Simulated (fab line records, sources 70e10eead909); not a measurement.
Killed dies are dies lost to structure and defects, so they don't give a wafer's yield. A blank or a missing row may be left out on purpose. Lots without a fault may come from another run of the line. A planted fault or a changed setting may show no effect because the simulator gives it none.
A struck lot beside a sound one | flow nand_harc | 40 steps out of a route of 1159
Sound: wafers L559.1, L559.3, L559.5. Struck: wafer L566.3. (L566.4, L566.5 of the same lot were not struck and are left out.) The cause comes at the end.
At each step with rows: each side's tool, then ch and its chambers, then its first start. Under that, the readings that differ: sound wafers | struck wafers | difference of the means | sigmas: that difference in standard deviations of wafers without a fault.
alike: readings whose means differ by less than 2 such deviations, and words and numbers that are the same on both sides. not compared: withheld readings, readings that some wafer has no value for, bounds like >300 that may hide the same value, and numbers for which the record gives no deviation and whose values overlap.
The two part at a step that has a row with sigmas, a row that says differs or no value, or rows on one side only. Numbers that don't overlap but have no deviation are shown without sigmas and don't part them. A reading that every wafer of one side lacks parts them only if that side has two wafers or more.

first, 11 steps without rows for these wafers: NHARC_A_STAIRCASE_SRD_174; NHARC_A_STAIRCASE_DEHYDRATE_01 (time 120 s); NHARC_A_STAIRCASE_HMDS_02 (time 30 s); NHARC_A_STAIRCASE_COAT_03; NHARC_A_STAIRCASE_SOFTBAKE_04 (time 170 s); NHARC_A_STAIRCASE_EBR_05; NHARC_A_STAIRCASE_EXPOSE_06 (exposes mask STAIR); NHARC_A_STAIRCASE_PEB_07 (peb time 130 s); NHARC_A_STAIRCASE_DEVELOP_08 (time 140 s); NHARC_A_STAIRCASE_HARDBAKE_10 (time 140 s); NHARC_A_STAIRCASE_DESCUM_11 (chemistry O2, time 3 s).
NHARC_A_STAIRCASE_TRIM_12: chemistry O2, time 211.2 s.
  sound on rie_diel-04 ch 0,1,3, day 11 08:18; struck on rie_diel-13 ch 2, day 13 02:01
  reading                         | sound          | struck | difference | sigmas
  showerhead_plenum_p_Torr (Torr) | 3.59 3.34 3.54 | 3.77   | +0.28      | +2
  alike: drypump_motor_current_A, mfc_ar_sccm, oes_product_au, rf_vpp_V, throttle_valve_pct
  not compared: rf_hours_counter_h
then, 5 steps without rows for these wafers: NHARC_A_STAIRCASE_ETCH_13 (etches the open film in C4F8/O2, target depth 100 nm, time 40.5 s); NHARC_A_STAIRCASE_TRIM_14 (chemistry O2, time 211.2 s); NHARC_A_STAIRCASE_ETCH_15 (etches the open film in C4F8/O2, target depth 100 nm, time 40.5 s); NHARC_A_STAIRCASE_TRIM_16 (chemistry O2, time 211.2 s); NHARC_A_STAIRCASE_ETCH_17 (etches the open film in C4F8/O2, target depth 100 nm, time 40.5 s).
NHARC_A_STAIRCASE_TRIM_18: chemistry O2, time 211.2 s.
  sound on rie_diel-04 ch 1,2; struck on rie_diel-13 ch 3
  reading               | sound             | struck | difference | sigmas
  oes_product_au (a.u.) | 0.994 1.003 1.011 | 1.033  | +0.030     | +2
  alike: drypump_motor_current_A, mfc_ar_sccm, rf_vpp_V, showerhead_plenum_p_Torr, throttle_valve_pct
  not compared: rf_hours_counter_h
NHARC_A_STAIRCASE_ETCH_19: etches the open film in C4F8/O2, target depth 100 nm, time 40.5 s.
  sound on rie_diel-04 ch 0,1,3; struck on rie_diel-13 ch 3
  alike: oes_product_au, rf_vpp_V
  not compared: rf_hours_counter_h
then, 2 steps without rows for these wafers: NHARC_A_STAIRCASE_TRIM_20 (chemistry O2, time 211.2 s); NHARC_A_STAIRCASE_ETCH_21 (etches the open film in C4F8/O2, target depth 100 nm, time 40.5 s).
NHARC_A_STAIRCASE_TRIM_22: chemistry O2, time 211.2 s.
  sound on rie_diel-04 ch 0,2; struck on rie_diel-03 ch 1
  reading            | sound     | struck | difference | sigmas
  mfc_ar_sccm (sccm) | 0.000 0 0 | 0.021  | +0.021     | +3
  alike: drypump_motor_current_A, oes_product_au, rf_vpp_V, showerhead_plenum_p_Torr, throttle_valve_pct
  not compared: rf_hours_counter_h
then, 1 step without rows for these wafers: NHARC_A_STAIRCASE_ETCH_23 (etches the open film in C4F8/O2, target depth 100 nm, time 40.5 s).
NHARC_A_STAIRCASE_TRIM_24: chemistry O2, time 211.2 s.
  sound on rie_diel-04 ch 2,3; struck on rie_diel-03 ch 0
  alike: drypump_motor_current_A, mfc_ar_sccm, oes_product_au, rf_vpp_V, showerhead_plenum_p_Torr, throttle_valve_pct
  not compared: rf_hours_counter_h
then, 2 steps without rows for these wafers: NHARC_A_STAIRCASE_ETCH_25 (etches the open film in C4F8/O2, target depth 100 nm, time 40.5 s); NHARC_A_STAIRCASE_TRIM_26 (chemistry O2, time 211.2 s).
NHARC_A_STAIRCASE_ETCH_27: etches the open film in C4F8/O2, target depth 100 nm, time 40.5 s.
  sound on rie_diel-04 ch 1,2,3; struck on rie_diel-03 ch 1
  alike: oes_product_au, rf_vpp_V
  not compared: rf_hours_counter_h
then, 12 steps without rows for these wafers: NHARC_A_STAIRCASE_STRIP_175 (strips in O2); NHARC_A_STAIRCASE_STRIP_148 (strips in SPM, time 900 s); NHARC_A_STAIRCASE_PRECLEAN_149 (cleans in SC1); NHARC_A_STAIRCASE_SRD_150; NHARC_A_STAIRCASE_DEHYDRATE_176 (time 120 s); NHARC_A_STAIRCASE_HMDS_177 (time 30 s); NHARC_A_STAIRCASE_COAT_178; NHARC_A_STAIRCASE_SOFTBAKE_179 (time 170 s); NHARC_A_STAIRCASE_EBR_180; NHARC_A_STAIRCASE_EXPOSE_181 (exposes mask STAIR 2); NHARC_A_STAIRCASE_PEB_182 (peb time 130 s); NHARC_A_STAIRCASE_DEVELOP_183 (time 140 s).
-- the record jumps here: 9 days lie between the struck wafers' starts before and after (it left off in module A_STAIRCASE and takes up again in module END, whose first step shown is number 1159 of the route) --
NHARC_END_SORT_01:
  the record has rows for the struck wafers here (prober-01 ch 0, day 21 18:17) and none for the sound ones

WHERE THEY PART
First at NHARC_A_STAIRCASE_TRIM_12; last, within this record, at NHARC_END_SORT_01.

WHY: what the simulator had put in
Chamber particle source: rie_diel-13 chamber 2, from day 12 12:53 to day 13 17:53, at NHARC_A_STAIRCASE_TRIM_12. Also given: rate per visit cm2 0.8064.
